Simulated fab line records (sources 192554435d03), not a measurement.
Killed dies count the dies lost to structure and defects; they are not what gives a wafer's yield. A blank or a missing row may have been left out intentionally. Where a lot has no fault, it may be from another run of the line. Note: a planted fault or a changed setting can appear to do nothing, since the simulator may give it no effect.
fab line records | flow n5Finfet
[record] lots = 13 | wafers = 37 | lastDay = 18
route steps=1938 shown BEOL_M5@1174 PASSIVATION@1936
lots that met no fault: from a run of the same line without faults
startH: hours from the record's first day to the start of the lot's first wafer shown | waitH: hours since the lot's step before | " the same as in the row above | L1.1+2: a single row standing in for several wafers | - no value, or no start given | * or withheld: withheld | < > ~ a bound
route shown NAME@n: names a module that has steps shown in the file, with the first one's number in the route | usual: the fault-free wafers' mean and standard deviation | same: alike in all rows | chamber/n: place in a boat | sites: each site's reading | _std_site: the values' standard deviation | _edge_site: mean of outer sites minus mean of inner sites | radiusMm: how far each site lies from the wafer's centre | mask NAME#n: copy n | behind: the tool/chamber that last shaped the wafer | hold: why the lot went on hold/how many hours it stayed there/how the hold came to an end | device: names the non-switching transistor (n, p or np) | end of line: the route-end tests of the same wafers | step lacking rows: just its recipe | killed: dies that structure and defects cost at the first sort, which is not the same as the wafer's yield | map: per-die view of a wafer (x killed, . not killed, _ where there is no die)
set.NAME: setting as actually run; set.NAME@STEP: the setting as run at that earlier step | model.NAME: the simulator's own value behind a step, which no gauge read
steps of the route over a sample of lots; a table a step, a row a wafer
services: when a tool's chamber went out of use (startH, in hours from the record's first day, below 0 if earlier), for how many hours, and the reason
[[steps]]
[step N5_BEOL_M5_CVD_47]
[recipe] material = Co | targetThkA = 30 | tempC = withheld | precursor = CCTBA/H2 | pressureTorr = 30 | timeS = 216
[usual] runLengthS = 238.8/0.44
lot.wafer | tool     | chamber | startH | waitH | runLengthS
L945.2    | cvdCo-01 | 0       | 176.85 | 0.1   | 238.9
L945.5    | "        | 1       | "      | "     | 238.5
L945.6    | "        | 2       | "      | "     | 238.3
L947.2    | cvdCo-01 | 1       | 193.20 | 0.0   | 239.3
L947.3    | "        | 0       | "      | "     | 238.1
L947.6    | "        | 1       | "      | "     | 238.4
L948.1    | cvdCo-02 | 1       | 202.08 | 0.1   | 238.6
L948.2    | "        | 2       | "      | "     | 239.8
L948.5    | "        | 1       | "      | "     | 239.2
L950.3    | cvdCo-01 | 0       | 218.13 | 0.1   | 238.3
L950.4    | "        | 1       | "      | "     | 238.4
L950.6    | "        | 0       | "      | "     | 238.4
L952.1    | cvdCo-01 | 1       | 228.46 | 0.0   | 238.6
L952.3    | "        | 0       | "      | "     | 238.2
L952.5    | "        | 1       | "      | "     | 124.9
L954.5    | cvdCo-01 | 0       | 235.75 | 0.1   | 125.1
L954.6    | "        | 2       | "      | "     | 125.6
L956.5    | cvdCo-01 | 2       | 254.68 | 0.1   | 125.1
L956.6    | "        | 1       | "      | "     | 125.4
L962.2    | cvdCo-02 | 2       | 282.82 | 0.3   | 239.4
L962.4    | "        | 0       | "      | "     | 238.9
L962.6    | "        | 2       | "      | "     | 239.5
L960.3    | cvdCo-02 | 2       | 292.53 | 0.1   | 239.6
L960.5    | "        | 1       | "      | "     | 238.9
L960.6    | "        | 2       | "      | "     | 239.4
L964.1    | cvdCo-02 | 2       | 309.13 | 0.0   | 239.7
L964.3    | "        | 1       | "      | "     | 238.5
L964.6    | "        | 0       | "      | "     | 238.8
L963.3    | cvdCo-02 | 0       | 315.07 | 0.1   | 239.5
L963.5    | "        | 1       | "      | "     | 238.5
L963.6    | "        | 2       | "      | "     | 239.3
L966.1    | cvdCo-01 | 2       | 321.31 | 0.0   | 238.5
L966.3    | "        | 1       | "      | "     | 238.5
L966.6    | "        | 2       | "      | "     | 238.6
L965.1    | cvdCo-01 | 1       | 328.56 | 0.0   | 239.0
L965.4    | "        | 0       | "      | "     | 238.3
L965.5    | "        | 2       | "      | "     | 238.4
[step N5_BEOL_M5_SPUTTER_83]
[recipe] material = Cu | targetThkA = 150 | tempC = -20 | chamberPressurePa = 0.07 | powerW = withheld | timeS = 27.62
[usual] throttleValvePct = 30.1/0.76
lot.wafer | tool          | chamber | startH | waitH | throttleValvePct
L945.2    | pvdSputter-01 | -       | 179.22 | 0.5   | 30.9
L945.5    | "             | -       | "      | "     | 30.7
L945.6    | "             | -       | "      | "     | 30.6
L947.2    | pvdSputter-03 | -       | 195.88 | 0.5   | 30.8
L947.3    | "             | -       | "      | "     | 30.0
L947.6    | "             | -       | "      | "     | 28.8
L948.1    | pvdSputter-02 | -       | 206.92 | 2.5   | 29.8
L948.2    | "             | -       | "      | "     | 30.5
L948.5    | "             | -       | "      | "     | 30.2
L950.3    | pvdSputter-01 | -       | 220.47 | 0.5   | 30.9
L950.4    | "             | -       | "      | "     | 30.7
L950.6    | "             | -       | "      | "     | 30.7
L952.1    | pvdSputter-01 | -       | 230.79 | 0.5   | 31.1
L952.3    | "             | -       | "      | "     | 30.9
L952.5    | "             | -       | "      | "     | 30.9
L954.5    | pvdSputter-03 | -       | 238.18 | 0.0   | 30.1
L954.6    | "             | -       | "      | "     | 30.8
L956.5    | pvdSputter-02 | -       | 256.98 | 0.0   | 30.6
L956.6    | "             | -       | "      | "     | 30.8
L962.2    | pvdSputter-01 | -       | 290.59 | 0.5   | 30.9
L962.4    | "             | -       | "      | "     | 29.1
L962.6    | "             | -       | "      | "     | 31.0
L960.3    | pvdSputter-01 | -       | 295.01 | 0.5   | 30.9
L960.5    | "             | -       | "      | "     | 31.1
L960.6    | "             | -       | "      | "     | 30.6
L964.1    | pvdSputter-03 | -       | 311.48 | 0.5   | 31.0
L964.3    | "             | -       | "      | "     | 29.2
L964.6    | "             | -       | "      | "     | 29.1
L963.3    | pvdSputter-03 | -       | 317.45 | 0.5   | 29.0
L963.5    | "             | -       | "      | "     | 29.9
L963.6    | "             | -       | "      | "     | 28.9
L966.1    | pvdSputter-02 | -       | 323.72 | 0.5   | 29.8
L966.3    | "             | -       | "      | "     | 30.9
L966.6    | "             | -       | "      | "     | 30.7
L965.1    | pvdSputter-02 | -       | 330.91 | 0.5   | 30.0
L965.4    | "             | -       | "      | "     | 30.6
L965.5    | "             | -       | "      | "     | 30.6
[step N5_BEOL_M5_ANNEAL_84]
[recipe] tempC = 400 | timeS = 1800 | ambient = vacuum
[usual] heaterPowerW = 814/83
lot.wafer | tool          | chamber | startH | waitH | heaterPowerW
L945.2    | pvdSputter-01 | -       | 179.30 | 0.0   | 694
L945.5    | "             | -       | "      | "     | 695
L945.6    | "             | -       | "      | "     | 708
L947.2    | pvdSputter-03 | -       | 195.96 | 0.0   | 758
L947.3    | "             | -       | "      | "     | 776
L947.6    | "             | -       | "      | "     | 895
L948.1    | pvdSputter-02 | -       | 207.00 | 0.0   | 811
L948.2    | "             | -       | "      | "     | 778
L948.5    | "             | -       | "      | "     | 976
L950.3    | pvdSputter-01 | -       | 220.55 | 0.0   | 847
L950.4    | "             | -       | "      | "     | 687
L950.6    | "             | -       | "      | "     | 703
L952.1    | pvdSputter-01 | -       | 230.87 | 0.0   | 714
L952.3    | "             | -       | "      | "     | 710
L952.5    | "             | -       | "      | "     | 678
L954.5    | pvdSputter-03 | -       | 238.72 | 0.5   | 787
L954.6    | "             | -       | "      | "     | 762
L956.5    | pvdSputter-02 | -       | 257.53 | 0.5   | 805
L956.6    | "             | -       | "      | "     | 796
L962.2    | pvdSputter-01 | -       | 290.67 | 0.0   | 691
L962.4    | "             | -       | "      | "     | 863
L962.6    | "             | -       | "      | "     | 689
L960.3    | pvdSputter-01 | -       | 295.09 | 0.0   | 709
L960.5    | "             | -       | "      | "     | 684
L960.6    | "             | -       | "      | "     | 862
L964.1    | pvdSputter-03 | -       | 311.56 | 0.0   | 738
L964.3    | "             | -       | "      | "     | 933
L964.6    | "             | -       | "      | "     | 918
L963.3    | pvdSputter-03 | -       | 317.53 | 0.0   | 862
L963.5    | "             | -       | "      | "     | 789
L963.6    | "             | -       | "      | "     | 877
L966.1    | pvdSputter-02 | -       | 323.80 | 0.0   | 970
L966.3    | "             | -       | "      | "     | 817
L966.6    | "             | -       | "      | "     | 782
L965.1    | pvdSputter-02 | -       | 330.99 | 0.0   | 996
L965.4    | "             | -       | "      | "     | 801
L965.5    | "             | -       | "      | "     | 810
[step N5_BEOL_M5_SPUTTER_88]
[recipe] material = Cu | targetThkA = 150 | tempC = -20 | chamberPressurePa = 0.07 | powerW = withheld | timeS = 27.62
[usual] throttleValvePct = 30.1/0.78
lot.wafer | tool          | chamber | startH | waitH | throttleValvePct
L945.2    | pvdSputter-01 | -       | 180.31 | 0.5   | 30.9
L945.5    | "             | -       | "      | "     | 30.9
L945.6    | "             | -       | "      | "     | 30.9
L947.2    | pvdSputter-03 | -       | 196.96 | 0.5   | 30.9
L947.3    | "             | -       | "      | "     | 29.9
L947.6    | "             | -       | "      | "     | 28.7
L948.1    | pvdSputter-02 | -       | 208.01 | 0.5   | 29.7
L948.2    | "             | -       | "      | "     | 30.9
L948.5    | "             | -       | "      | "     | 30.1
L950.3    | pvdSputter-01 | -       | 221.56 | 0.5   | 30.6
L950.4    | "             | -       | "      | "     | 30.9
L950.6    | "             | -       | "      | "     | 31.1
L952.1    | pvdSputter-01 | -       | 231.87 | 0.5   | 30.8
L952.3    | "             | -       | "      | "     | 31.0
L952.5    | "             | -       | "      | "     | 30.9
L954.5    | pvdSputter-03 | -       | 239.27 | 0.0   | 29.8
L954.6    | "             | -       | "      | "     | 30.7
L956.5    | pvdSputter-02 | -       | 258.07 | 0.0   | 30.5
L956.6    | "             | -       | "      | "     | 30.7
L962.2    | pvdSputter-01 | -       | 291.67 | 0.5   | 31.3
L962.4    | "             | -       | "      | "     | 29.1
L962.6    | "             | -       | "      | "     | 30.8
L960.3    | pvdSputter-01 | -       | 296.10 | 0.5   | 30.8
L960.5    | "             | -       | "      | "     | 30.7
L960.6    | "             | -       | "      | "     | 30.8
L964.1    | pvdSputter-03 | -       | 312.57 | 0.5   | 30.9
L964.3    | "             | -       | "      | "     | 28.9
L964.6    | "             | -       | "      | "     | 29.4
L963.3    | pvdSputter-03 | -       | 318.53 | 0.5   | 28.8
L963.5    | "             | -       | "      | "     | 30.0
L963.6    | "             | -       | "      | "     | 28.9
L966.1    | pvdSputter-02 | -       | 324.81 | 0.5   | 30.0
L966.3    | "             | -       | "      | "     | 30.6
L966.6    | "             | -       | "      | "     | 30.5
L965.1    | pvdSputter-02 | -       | 332.00 | 0.5   | 30.2
L965.4    | "             | -       | "      | "     | 30.8
L965.5    | "             | -       | "      | "     | 30.9
[step N5_PASSIVATION_PROBE_49]
[usual] defectLimitedYield = 91.3/1.7 | killed_at_M0_to_M3 = 33/11 | killed_at_M4_up = 14/5.5 | killedAtContacts = 13/6.5 | killedAtFrontEnd = 39/13 | killedAtOther = 3.4/2.9 | killedDies = 103/20 | killedOpen = 69/15 | killedShort = 32/8.1 | sort_bin_5_function = 5.1/1.1 | sort_bin_6_memory = 3.3/0.74 | sort_bin_8_speed = 0.00/0.014 | sortNPass = 1077/20 | sortYieldPct = 91.3/1.7
[same] grossDies = 1180 | killedAtBackSide = 0 | sort_bin_4_leakage[%] = 0
lot.wafer | tool      | chamber | startH | waitH | defectLimitedYield[%] | killed_at_M0_to_M3 | killed_at_M4_up | killedAtContacts | killedAtFrontEnd | killedAtOther | killedDies | killedOpen | killedShort | sort_bin_5_function[%] | sort_bin_6_memory[%] | sort_bin_8_speed[%] | sortNPass | sortYieldPct[%]
L956.6    | prober-01 | -       | 355.62 | 0.3   | 92.9                  | 23                 | 12              | 16               | 32               | 1             | 84         | 54         | 29          | 3.6                    | 3.2                  | 0                   | 1096      | 92.9
// killed by level:class
L956.6 MOL_CONTACT_COAG:geometricParticle:open=10 BEOL_M2:geometricParticle:open=10 STI_FIN_REVEAL:geometricParticle:open=8 MOL_CONTACT_COAG:geometricParticle:short=6 FIN_SAQP:geometricParticle:short=5 FIN_SAQP:geometricParticle:open=4 BEOL_M1:geometricParticle:open=4 STI_FIN_REVEAL:geometricParticle:short=3
[[services]]
tool     | chamber | startH | hours | kind
cvdCo-02 | -       | 194.42 | 2.5   | repair
cvdCo-02 | -       | 238.92 | 2.8   | pm
cvdCo-01 | -       | 246.00 | 2.8   | pm
cvdCo-02 | 0       | 321.62 | 1.6   | repair
[[key]]
[firstSign] step = N5_BEOL_M5_CVD_47 | reading = runLengthS | direction = down | sigmas = 99+ | usual = * | struck = *
effect none on later readings
metAt N5_BEOL_M5_CVD_47
struckLots L952,L954,L956
struckWafers L952.5,L954.5,L954.6,L956.5,L956.6
notActingAt N5_BEOL_M5_SPUTTER_83,N5_BEOL_M5_ANNEAL_84,N5_BEOL_M5_SPUTTER_88
onsetBetween 218.13 228.46
[fault] kind = processParameterDrift | tool = cvdCo-01 | chamber = - | onsetH = 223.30 | steps = N5_BEOL_M5_CVD_47 | channel = timeS | offset = * | shape = step | endH = 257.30 | scope = struckWafersOnly | actsIn = * | stated = *
